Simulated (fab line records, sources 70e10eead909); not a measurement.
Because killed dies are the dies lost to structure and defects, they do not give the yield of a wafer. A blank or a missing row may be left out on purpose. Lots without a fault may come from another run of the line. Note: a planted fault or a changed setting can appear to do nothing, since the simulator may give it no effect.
fab line records    flow nand_harc
record: lots: 6  wafers: 18  last_day: 25
route steps=1159 shown P_BONDPAD@386 A_START@389 A_ZERO_WELL@390 END@1159
lots that met no fault: from a run of the same line without faults
start_h: hours from the record's first day to the start of the lot's first wafer shown    wait_h: time in hours since the lot's previous step    " same as the row above    L1.1+2: several wafers, shown together as one row    - no value, or no start given    * or withheld: withheld    < > ~ a bound
route shown NAME@n: NAME is a module with steps in the file, n the number in the route of the first one    usual: mean and standard deviation over wafers with no fault    same: alike in all rows    chamber/n: place in a boat    sites: readings site by site    _std_site: standard deviation of those values    _edge_site: mean of outer sites minus mean of inner sites    radius_mm: for every site, how far away it sits from the centre of the wafer    mask NAME#n: copy n    behind: the most recent tool/chamber to have shaped the wafer    hold: cause of the lot's hold/its duration in hours/its outcome    device: which transistor (n, p or np) failed to switch    end of line: the route-end tests of the same wafers    a step without rows: its recipe alone    killed: count of dies lost to structure and defects at first sort (not the wafer's yield)    map: the dies of a wafer, with x for killed, . for not killed, _ for no die there
set.NAME: the setting that was run; set.NAME@STEP: the one run at that earlier step    model.NAME: the simulator's own value behind a step, which no gauge read
lots at selected steps of the route; one table per step, one row per wafer
services: a tool's chamber out of use, with start hour (start_h, from the record's first day; less than 0 if before it), hours out, and reason
== steps ==
step: NHARC_P_BONDPAD_ACTIVATE_29
recipe: time_s: 60  n2_flow_sccm: 200  ar_flow_sccm: 0  bias_power_w: 0  chemistry: N2
usual: drypump_motor_current_A: 6.0/0.43  n2_flow_sccm: 200.0/0.58  oes_product_au: 1.005/0.0088  rf_vpp_V: 63.9/0.85  showerhead_plenum_p_Torr: 1.72/0.052
lot.wafer  tool         chamber  start_h  wait_h  drypump_motor_current_A  n2_flow_sccm  oes_product_au  rf_hours_counter_h  rf_vpp_V  showerhead_plenum_p_Torr
L712.4     rie_diel-07  1        141.37   0.1     5.8                      199.5         1.003           9                   62.9      1.64
L712.3     "            2        "        "       6.2                      200.1         1.006           9                   64.3      1.71
L712.1     "            3        "        "       6.3                      200.1         0.996           8                   65.5      1.72
L715.4     rie_diel-07  1        144.67   0.1     5.8                      199.7         0.995           9                   62.3      1.64
L715.6     "            2        "        "       6.1                      199.8         0.998           -                   64.6      1.71
L715.5     "            3        "        "       6.3                      200.3         1.008           -                   64.3      1.72
L726.4     rie_diel-07  3        207.63   0.1     6.3                      200.1         1.018           16                  62.7      1.72
L726.3     "            0        "        "       5.8                      200.1         1.003           15                  63.6      1.73
L726.2     "            2        "        "       6.2                      200.1         1.005           16                  63.3      1.71
L729.4     rie_diel-05  0        236.13   0.1     6.5                      200.5         1.012           22                  65.1      1.69
L729.3     "            2        "        "       5.3                      199.7         1.017           25                  65.4      1.79
L729.6     "            3        "        "       6.7                      200.9         0.990           -                   63.2      1.68
L731.2     rie_diel-07  1        241.44   0.1     5.8                      201.0         1.017           0                   62.2      1.64
L731.4     "            0        "        "       5.8                      200.6         1.012           0                   64.0      1.73
L731.6     "            1        "        "       5.8                      199.3         1.010           -                   63.2      1.64
L734.4     rie_diel-07  2        260.42   0.1     6.1                      199.6         1.011           1                   63.9      1.71
L734.6     "            3        "        "       6.3                      200.0         0.994           -                   64.1      1.72
L734.5     "            0        "        "       5.8                      200.4         1.011           -                   63.5      1.73
step: NHARC_P_BONDPAD_PRECLEAN_30
recipe: time_s: 300  temp_c: 23  chemistry: DIW
step: NHARC_P_BONDPAD_SRD_31
recipe: time_s: 30  temp_c: 23  dry_time_s: 20  spin_rpm: 1500
step: NHARC_A_START_INSPECT_01
usual: raw_defect_count: 3.1/1.7
lot.wafer  tool               chamber  start_h  wait_h  raw_defect_count
L712.1     defect_inspect-01  -        141.77   -       2
L712.3     "                  -        "        "       1
L712.4     "                  -        "        "       3
L715.4     defect_inspect-01  -        145.04   -       3
L715.5     "                  -        "        "       1
L715.6     "                  -        "        "       4
L726.2     defect_inspect-02  -        208.03   -       3
L726.3     "                  -        "        "       3
L726.4     "                  -        "        "       4
L729.3     defect_inspect-01  -        236.54   -       3
L729.4     "                  -        "        "       2
L729.6     "                  -        "        "       0
L731.2     defect_inspect-01  -        241.85   -       3
L731.4     "                  -        "        "       4
L731.6     "                  -        "        "       2
L734.4     defect_inspect-01  -        260.79   -       4
L734.5     "                  -        "        "       3
L734.6     "                  -        "        "       2
step: NHARC_A_ZERO_WELL_PRECLEAN_00
recipe: time_s: 600  temp_c: 120  chemistry: SPM
step: NHARC_A_ZERO_WELL_SRD_01
step: NHARC_A_ZERO_WELL_DEHYDRATE_02
recipe: temp_c: 150  time_s: 120
step: NHARC_A_ZERO_WELL_HMDS_03
recipe: time_s: 30
step: NHARC_A_ZERO_WELL_COAT_18
recipe: temp_c: 200  time_s: 65
step: NHARC_A_ZERO_WELL_COAT_04
recipe: spin_rpm: 2000  resist_thk_nm: 600
step: NHARC_A_ZERO_WELL_SOFTBAKE_05
recipe: temp_c: 125  time_s: 70
step: NHARC_A_ZERO_WELL_EBR_06
step: NHARC_A_ZERO_WELL_EXPOSE_07
recipe: na: 0.55  dose_mj: 33.85  mask_id: A_ZERO
usual: exposure_dose_mJ_cm2: 33.85/0.036  stage_vel_mm_s: 500.01/0.29
lot.wafer  tool            chamber  start_h  wait_h  mask      exposure_dose_mJ_cm2  stage_vel_mm_s
L712.1     krf_scanner-02  0        142.35   -       A_ZERO#0  33.88                 500.25
L712.3     "               0        "        "       A_ZERO#0  33.85                 499.82
L712.4     "               0        "        "       A_ZERO#0  33.85                 499.78
L715.4     krf_scanner-01  0        145.75   -       A_ZERO#0  33.88                 499.87
L715.5     "               0        "        "       A_ZERO#0  33.91                 499.89
L715.6     "               0        "        "       A_ZERO#0  33.86                 500.00
L726.2     krf_scanner-01  0        208.60   -       A_ZERO#0  50.60                 499.88
L726.3     "               0        "        "       A_ZERO#0  50.63                 499.25
L726.4     "               0        "        "       A_ZERO#0  50.61                 499.74
L729.3     krf_scanner-01  0        237.23   -       A_ZERO#0  50.71                 499.98
L729.4     "               0        "        "       A_ZERO#0  50.74                 499.86
L729.6     "               0        "        "       A_ZERO#0  50.70                 500.30
L731.2     krf_scanner-04  0        242.41   -       A_ZERO#0  33.76                 500.30
L731.4     "               0        "        "       A_ZERO#0  33.78                 500.04
L731.6     "               0        "        "       A_ZERO#0  33.84                 500.65
L734.4     krf_scanner-02  0        261.37   -       A_ZERO#0  33.81                 500.20
L734.5     "               0        "        "       A_ZERO#0  33.80                 500.42
L734.6     "               0        "        "       A_ZERO#0  33.83                 500.21
step: NHARC_A_ZERO_WELL_PEB_08
recipe: peb_temp_c: 128  peb_time_s: 80
step: NHARC_A_ZERO_WELL_DEVELOP_09
recipe: time_s: 50  dev_temp_c: 22
step: NHARC_A_ZERO_WELL_CD_MEAS_10
recipe: target_cd_nm: 2000  landing_energy_ev: 500
usual: cd_nm: 2000.4/1.8
lot.wafer  tool       chamber  start_h  wait_h  cd_nm
L712.1     cd_sem-01  0        142.50   -       1999.0
L712.3     "          0        "        "       2002.1
L712.4     "          0        "        "       2000.3
L715.4     cd_sem-01  0        145.89   -       1999.3
L715.5     "          0        "        "       1998.2
L715.6     "          0        "        "       1998.4
L726.2     cd_sem-03  0        208.75   -       2014.2
L726.3     "          0        "        "       2014.0
L726.4     "          0        "        "       2015.9
L729.3     cd_sem-02  0        237.38   -       2014.5
L729.4     "          0        "        "       2016.2
L729.6     "          0        "        "       2014.0
L731.2     cd_sem-02  0        242.56   -       2002.4
L731.4     "          0        "        "       2001.5
L731.6     "          0        "        "       2001.5
L734.4     cd_sem-02  0        261.51   -       2002.9
L734.5     "          0        "        "       2000.9
L734.6     "          0        "        "       1995.7
step: NHARC_A_ZERO_WELL_HARDBAKE_11
recipe: temp_c: 118  time_s: 65
step: NHARC_END_SORT_01
recipe: temp_c: 25
usual: killed_at_array: 28/9.1  killed_at_other: 0.6/0.87  killed_at_periphery: 3.4/2.7  killed_dies: 32/9  killed_open: 3.2/1.9  killed_short: 2.0/1.3
same: gross_dies: 677
lot.wafer  tool       chamber  start_h  wait_h  killed_at_array  killed_at_other  killed_at_periphery  killed_dies  killed_open  killed_short
L712.1     prober-02  0        452.02   2.5     29               0                3                    32           1            1
L712.3     prober-02  0        453.64   3.1     28               1                2                    31           3            0
L712.4     prober-02  0        454.45   3.4     25               0                1                    26           1            0
L726.2     prober-02  0        518.43   2.8     29               1                3                    33           4            3
L726.3     prober-02  0        519.24   3.1     31               0                3                    34           3            1
L726.4     prober-02  0        520.05   3.4     23               1                5                    29           7            1
L729.3     prober-02  0        589.56   3.1     12               0                3                    15           0            0
L729.4     prober-02  0        590.36   3.4     21               1                7                    29           1            2
L729.6     prober-02  0        591.95   4.0     27               0                8                    35           5            2
killed by level:class
L712.1 A_CHANNEL_HOLE_D1:chamber_film_flake=11 A_SLIT:chamber_film_flake=11 A_STAIRCASE:chamber_film_flake=4 P_ZERO_WELL:chamber_film_flake=2 A_CHANNEL_HOLE_D1:geometric_particle:short=1 A_M0:geometric_particle:open=1 P_STI:chamber_film_flake=1 A_CONTACT:chamber_film_flake=1
L712.3 A_SLIT:chamber_film_flake=10 A_CONTACT:chamber_film_flake=7 A_CHANNEL_HOLE_D1:chamber_film_flake=6 P_ZERO_WELL:chamber_film_flake=2 A_ONON_D1:geometric_particle:open=1 A_CONTACT:geometric_particle:open=1 A_M1:geometric_particle:open=1 A_STAIRCASE:chamber_film_flake=1
L712.4 A_CHANNEL_HOLE_D1:chamber_film_flake=11 A_SLIT:chamber_film_flake=9 A_STAIRCASE:chamber_film_flake=2 A_CONTACT:chamber_film_flake=2 A_M0:geometric_particle:open=1 P_STI:chamber_film_flake=1
L726.2 A_SLIT:chamber_film_flake=11 A_CHANNEL_HOLE_D1:chamber_film_flake=4 A_CONTACT:chamber_film_flake=4 A_WL_FILL:chamber_film_flake=3 A_CONTACT:geometric_particle:open=2 A_STAIRCASE:chamber_film_flake=2 P_CONTACT:geometric_particle:open=1 P_M1:geometric_particle:open=1
L726.3 A_SLIT:chamber_film_flake=17 A_CONTACT:chamber_film_flake=5 A_CHANNEL_HOLE_D1:chamber_film_flake=4 P_GATE:chamber_film_flake=2 A_STAIRCASE:chamber_film_flake=2 P_M2:geometric_particle:open=1 A_CHANNEL_FILL_D1:geometric_particle:short=1 A_SGD_CUT:geometric_particle:open=1
L726.4 A_SLIT:chamber_film_flake=9 A_STAIRCASE:chamber_film_flake=4 P_GATE:chamber_film_flake=3 A_CONTACT:chamber_film_flake=3 A_CHANNEL_HOLE_D1:chamber_film_flake=2 P_GATE:geometric_particle:open=1 P_M1:geometric_particle:open=1 A_SOURCE_PLATE:geometric_particle:open=1
L729.3 A_SLIT:chamber_film_flake=8 P_STI:chamber_film_flake=2 A_CHANNEL_HOLE_D1:chamber_film_flake=2 A_CONTACT:chamber_film_flake=2 P_M2:chamber_film_flake=1
L729.4 A_SLIT:chamber_film_flake=13 P_STI:chamber_film_flake=5 A_CHANNEL_HOLE_D1:chamber_film_flake=5 A_CHANNEL_FILL_D1:geometric_particle:open=1 A_WL_FILL:geometric_particle:short=1 P_GATE:chamber_film_flake=1 P_M1:chamber_film_flake=1 STARTING-WAFER:geometric_particle:short=1
L729.6 A_SLIT:chamber_film_flake=12 A_CHANNEL_HOLE_D1:chamber_film_flake=7 A_CONTACT:geometric_particle:open=4 P_STI:chamber_film_flake=4 P_M1:chamber_film_flake=2 A_CONTACT:chamber_film_flake=2 P_M0:geometric_particle:open=1 A_SGD_CUT:geometric_particle:short=1
== services ==
tool            chamber  start_h  hours  kind
krf_scanner-04  -        126.00   4.0    pm
rie_diel-07     0        133.70   -      clean
rie_diel-07     1        133.70   -      clean
rie_diel-07     2        133.70   -      clean
rie_diel-07     3        133.70   -      clean
rie_diel-05     3        137.49   9.1    repair
krf_scanner-02  -        140.40   0.5    repair
rie_diel-07     1        151.37   16.3   repair
rie_diel-07     0        158.24   -      clean
rie_diel-07     2        158.24   -      clean
rie_diel-07     3        158.24   -      clean
krf_scanner-02  -        161.04   1.3    repair
rie_diel-05     -        163.60   9.0    pm
rie_diel-05     2        178.34   2.3    repair
rie_diel-07     0        182.74   -      clean
rie_diel-07     1        182.74   -      clean
rie_diel-07     2        182.74   -      clean
rie_diel-07     3        182.74   -      clean
rie_diel-07     0        207.24   -      clean
krf_scanner-02  -        210.00   4.0    pm
krf_scanner-02  -        215.76   0.9    repair
rie_diel-07     -        228.23   9.0    pm
rie_diel-07     2        247.84   8.5    repair
krf_scanner-01  -        256.00   4.0    pm
== key ==
first_sign: step: NHARC_A_ZERO_WELL_EXPOSE_07  reading: exposure_dose_mJ_cm2  direction: up  sigmas: 99+  usual: 33.85  struck: 50.66
effect: step: NHARC_A_ZERO_WELL_CD_MEAS_10  reading: cd_nm  direction: up  sigmas: 8.2  usual: 2000.4  struck: 2014.8
met_at NHARC_A_ZERO_WELL_EXPOSE_07
struck_wafers L726.2,L726.3,L726.4,L729.3,L729.4,L729.6
tester_left_out L726,L729
onset_between 145.75 208.60
fault: kind: process_parameter_drift  tool: krf_scanner-01  chamber: -  onset_h: 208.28  steps: NHARC_A_ZERO_WELL_EXPOSE_07  channel: dose_mj  offset: 16.787  shape: step  acts_in: these_recipes_only  stated: 33.85
tester_left_out: of these lots the tester's yield and bins aren't shown, on N5 and GAA mostly nor the transistor test; their killed dies are dies lost to structure and defects alone, not to doping, threshold or leakage, so they don't give the yield
